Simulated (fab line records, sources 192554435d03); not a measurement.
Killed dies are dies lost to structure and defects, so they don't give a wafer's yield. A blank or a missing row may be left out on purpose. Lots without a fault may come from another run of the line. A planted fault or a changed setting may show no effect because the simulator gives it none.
Which tool did it? | flow n5_finfet | 10 lots, 30 wafers sampled, at 6 steps of a route of 1938

WHAT THE GAUGES READ, wafer by wafer
N5_MOL_CONTACT_COAG_CD_MEAS_101: target cd 16 nm. Usual: cd_nm 16.0 nm, standard deviation 0.42.
lot  | measured     | on        | cd_nm (nm)     | flag
L128 | day 5 11:52  | cd_sem-01 | 16.4 16.0 16.1 |
L129 | day 5 20:40  | cd_sem-03 | 15.3 15.2 15.4 |
L130 | day 5 23:23  | cd_sem-02 | 16.2 15.2 16.3 |
L132 | day 6 08:38  | cd_sem-03 | 16.0 16.0 15.4 |
L134 | day 7 03:53  | cd_sem-01 | 15.8 15.8 15.7 |
L142 | day 9 00:31  | cd_sem-03 | 16.4 15.6 15.8 |
L143 | day 9 03:50  | cd_sem-03 | 15.8 16.0 16.2 |
L147 | day 10 09:05 | cd_sem-01 | 15.7 15.2 15.8 |
L148 | day 10 15:05 | cd_sem-01 | 15.3 15.8 16.1 |
L150 | day 10 21:50 | cd_sem-03 | 15.7 16.1 16.6 |

N5_MOL_CONTACT_COAG_THK_MEAS_53. Usual: VIA_MOL_THK 44.1 nm, standard deviation 0.82.
lot  | measured     | on            | VIA_MOL_THK (nm) | flag
L128 | day 5 12:37  | film_metro-02 | 42.5 43.2 43.7   |
L129 | day 5 21:25  | film_metro-01 | 43.1 44.5 45.1   |
L130 | day 6 00:07  | film_metro-01 | 44.1 43.7 43.9   |
L132 | day 6 09:23  | film_metro-01 | 43.4 44.7 45.5   |
L134 | day 7 04:38  | film_metro-01 | 44.3 44.6 45.4   |
L142 | day 9 01:15  | film_metro-02 | 34.2 34.7 34.7   | OFF
L143 | day 9 04:35  | film_metro-01 | 43.6 43.6 44.3   |
L147 | day 10 09:50 | film_metro-02 | 33.7 34.2 34.4   | OFF
L148 | day 10 15:52 | film_metro-02 | 43.6 44.5 44.7   |
L150 | day 10 22:35 | film_metro-01 | 43.9 44.9 44.9   |

N5_BEOL_M4_RC_MEAS_101. Usual: DIBL_N 36.6 mV/V, standard deviation 1.9; DIBL_P 36.7 mV/V, standard deviation 2.2; IOFF_N 0.16 nA/um, standard deviation 0.035; IOFF_P 0.22 nA/um, standard deviation 0.038; ION_N 672 uA/um, standard deviation 14; ION_P 462 uA/um, standard deviation 8.3; SS_N 71.6 mV/dec, standard deviation 0.65; SS_P 73.5 mV/dec, standard deviation 0.72; VT_N 250 mV, standard deviation 3.5; VT_P -250 mV, standard deviation 3.1.
lot  | measured     | on        | DIBL_N (mV/V)  | DIBL_P (mV/V)  | IOFF_N (nA/um) | IOFF_P (nA/um) | ION_N (uA/um) | ION_P (uA/um) | SS_N (mV/dec)  | SS_P (mV/dec)  | VT_N (mV)   | VT_P (mV)      | flag
L128 | day 9 10:38  | prober-02 | 37.8 42.0 34.8 | 36.2 40.1 33.9 | 0.15 0.27 0.13 | 0.21 0.27 0.18 | 666 682 680   | 459 458 468   | 71.6 73.9 71.1 | 72.7 74.7 72.6 | 250 245 252 | -249 -249 -251 |
L129 | day 10 02:23 | prober-02 | 37.3 33.2 34.2 | 37.3 32.7 34.5 | 0.16 0.11 0.13 | 0.25 0.18 0.20 | 690 685 676   | 480 474 477   | 71.2 70.0 70.5 | 73.6 72.5 72.5 | 248 253 251 | -247 -250 -249 |
L130 | day 9 21:14  | prober-02 | 35.1 36.8 35.6 | 35.1 37.9 36.8 | 0.14 0.16 0.15 | 0.18 0.22 0.21 | 679 668 680   | 466 460 469   | 71.7 71.1 70.9 | 72.6 74.0 72.8 | 252 253 250 | -252 -251 -249 |
L132 | day 10 06:55 | prober-02 | 35.6 37.4 34.8 | 35.6 37.6 36.4 | 0.12 0.16 0.13 | 0.20 0.22 0.21 | 653 651 661   | 462 448 462   | 71.6 72.3 70.8 | 72.9 73.5 73.2 | 255 252 253 | -250 -251 -248 |
L134 | day 10 21:10 | prober-01 | 35.9 37.0 38.1 | 35.8 38.1 38.4 | 0.14 0.17 0.18 | 0.16 0.21 0.22 | 675 661 685   | 454 455 465   | 71.9 71.1 72.2 | 73.2 74.0 74.1 | 254 250 250 | -256 -252 -254 |
L142 | day 12 19:28 | prober-01 | 36.6 37.8 41.0 | 32.5 34.6 37.7 | 0.13 0.16 0.23 | 0.18 0.22 0.27 | 661 673 677   | 455 457 462   | 71.1 71.8 72.7 | 73.0 74.1 74.2 | 252 247 244 | -254 -249 -249 |
L143 | day 13 03:19 | prober-01 | 38.8 35.6 38.5 | 40.6 36.4 40.4 | 0.21 0.15 0.21 | 0.29 0.21 0.30 | 670 656 670   | 462 456 467   | 72.3 71.5 72.9 | 74.8 72.8 74.9 | 247 253 245 | -244 -249 -247 |
L147 | day 14 07:06 | prober-01 | 37.4 37.4 38.9 | 38.4 38.9 38.7 | 0.16 0.17 0.18 | 0.22 0.25 0.24 | 678 667 654   | 468 455 452   | 71.0 71.4 72.4 | 74.4 73.9 74.9 | 251 253 254 | -249 -247 -249 |
L148 | day 14 14:19 | prober-02 | 38.1 35.2 35.7 | 37.1 34.2 34.4 | 0.19 0.14 0.14 | 0.25 0.19 0.21 | 669 680 678   | 458 466 474   | 71.4 71.2 71.6 | 73.8 72.6 73.6 | 249 251 249 | -248 -250 -248 |
L150 | day 14 16:10 | prober-01 | 37.0 36.8 38.7 | 38.4 38.0 39.6 | 0.17 0.17 0.20 | 0.22 0.24 0.26 | 674 676 694   | 467 459 470   | 71.4 72.2 72.2 | 73.3 74.1 73.6 | 251 248 249 | -250 -248 -248 |

WHICH TOOL RAN EACH LOT (tool, then ch and the chambers of the sampled wafers, then the start)
lot  | N5_MOL_CONTACT_COAG_PECVD_31    | N5_MOL_CONTACT_COAG_ETCHBACK_134   | N5_MOL_CONTACT_COAG_CVD_140
L128 | pecvd-01 ch 0,1,2, day 5 09:06  | rie_diel-04 ch 0,1,3, day 5 11:21  | cvd_w-01 ch 0,1, day 5 11:59
L129 | pecvd-01 ch 0,2, day 5 16:44    | rie_diel-05 ch 0,1,2, day 5 20:10  | cvd_w-02 ch 0,1, day 5 20:48
L130 | pecvd-04 ch 0,1,2, day 5 19:32  | rie_diel-02 ch 0,1,2, day 5 22:52  | cvd_w-01 ch 0,1, day 5 23:31
L132 | pecvd-03 ch 0,2, day 6 05:24    | rie_diel-05 ch 0,1,2, day 6 08:07  | cvd_w-02 ch 0, day 6 08:46
L134 | pecvd-03 ch 1,2, day 7 00:57    | rie_diel-02 ch 0,1,3, day 7 03:20  | cvd_w-01 ch 0,1, day 7 04:06
L142 | pecvd-03 ch 0,1,2, day 8 19:59  | rie_diel-04 ch 1,2, day 9 00:00    | cvd_w-01 ch 0,1, day 9 00:38
L143 | pecvd-01 ch 1,2, day 9 00:57    | rie_diel-04 ch 1,2, day 9 03:20    | cvd_w-02 ch 0,1, day 9 04:03
L147 | pecvd-03 ch 0,1, day 10 06:03   | rie_diel-04 ch 0,2,3, day 10 08:35 | cvd_w-01 ch 0,1, day 10 09:13
L148 | pecvd-01 ch 1, day 10 12:05     | rie_diel-05 ch 1,2,3, day 10 14:35 | cvd_w-02 ch 0,1, day 10 15:14
L150 | pecvd-04 ch 0,1,2, day 10 18:53 | rie_diel-05 ch 0,2,3, day 10 21:20 | cvd_w-02 ch 0,1, day 10 22:03
- N5_MOL_CONTACT_COAG_PECVD_31: deposits SiO2 from TEOS/O2, target thk 46 nm, time 8.9 s.
- N5_MOL_CONTACT_COAG_ETCHBACK_134: etches SiO2 in CHF3, target depth 10 nm, time 6.7 s.
- N5_MOL_CONTACT_COAG_CVD_140: deposits W, target thk 66.5 nm, time 215 s.

WHAT THE TOOLS THEMSELVES READ (means of the sampled wafers that have a number; where no wafer has one, the mark that the record gives instead)
N5_MOL_CONTACT_COAG_ETCHBACK_134. Usual: drypump_motor_current_A 5.7 A, standard deviation 0.42; oes_product_au 0.73 a.u., standard deviation 0.049; rf_fwd_power_W 603.8 W, standard deviation 2.5; rf_vpp_V 527 V, standard deviation 9.6; showerhead_plenum_p_Torr 2.37 Torr, standard deviation 0.081; throttle_valve_pct 18.79 %, standard deviation 0.26.
lot  | tool        | drypump_motor_current_A (A) | oes_product_au (a.u.) | rf_fwd_power_W (W) | rf_vpp_V (V) | showerhead_plenum_p_Torr (Torr) | throttle_valve_pct (%) | flag
L128 | rie_diel-04 | 5.5                         | 0.75                  | 603.4              | 520          | 2.42                            | 18.84                  |
L129 | rie_diel-05 | 5.9                         | 0.71                  | 606.8              | 531          | 2.36                            | 18.85                  |
L130 | rie_diel-02 | 6.0                         | 0.76                  | 602.8              | 528          | 2.41                            | 18.72                  |
L132 | rie_diel-05 | 5.9                         | 0.70                  | 602.3              | 531          | 2.36                            | 18.85                  |
L134 | rie_diel-02 | 5.5                         | 0.72                  | 604.4              | 530          | 2.35                            | 18.75                  |
L142 | rie_diel-04 | 5.8                         | 0.73                  | 602.8              | 519          | 2.34                            | 18.82                  |
L143 | rie_diel-04 | 5.8                         | 0.72                  | 604.6              | 519          | 2.34                            | 18.84                  |
L147 | rie_diel-04 | 5.8                         | 0.73                  | 604.6              | 516          | 2.34                            | 18.74                  |
L148 | rie_diel-05 | 6.0                         | 0.70                  | 602.7              | 527          | 2.35                            | 18.79                  |
L150 | rie_diel-05 | 5.7                         | 0.71                  | 605.7              | 530          | 2.38                            | 18.84                  |

N5_MOL_CONTACT_COAG_CVD_140. Usual: heater_power_w 477 W, standard deviation 53.
lot  | tool     | heater_power_w (W) | flag
L128 | cvd_w-01 | 439                |
L129 | cvd_w-02 | 533                |
L130 | cvd_w-01 | 434                |
L132 | cvd_w-02 | 456                |
L134 | cvd_w-01 | 438                |
L142 | cvd_w-01 | 437                |
L143 | cvd_w-02 | 490                |
L147 | cvd_w-01 | 446                |
L148 | cvd_w-02 | 493                |
L150 | cvd_w-02 | 500                |

THE ANSWER, worked out from the rows above alone
Rule: a lot is off if the mean of its wafers that have a number lies more than 3 standard deviations from the usual mean. A lot without any number at a reading at which 4 lots or more have one is off too. The other lots that the step has rows for count as sound. The gauges are gone through in route order, then the tools' own readings, and for those a lot's mean is taken as printed above. The first step at which some lot is off is used, and at that step the reading that is off furthest; a lot without a number counts as furthest.
Off: L142, L147, at N5_MOL_CONTACT_COAG_THK_MEAS_53 (VIA_MOL_THK).
A tool fits if, at a process step before that reading, it ran every lot that is off, and no sound lot after the first of them. The gauges at N5_MOL_CONTACT_COAG_THK_MEAS_53 are tried like those tools. Can't be told from this: 2 tools fit, pecvd-03 at N5_MOL_CONTACT_COAG_PECVD_31, cvd_w-01 at N5_MOL_CONTACT_COAG_CVD_140.

WHAT THE SIMULATOR HAD PUT IN
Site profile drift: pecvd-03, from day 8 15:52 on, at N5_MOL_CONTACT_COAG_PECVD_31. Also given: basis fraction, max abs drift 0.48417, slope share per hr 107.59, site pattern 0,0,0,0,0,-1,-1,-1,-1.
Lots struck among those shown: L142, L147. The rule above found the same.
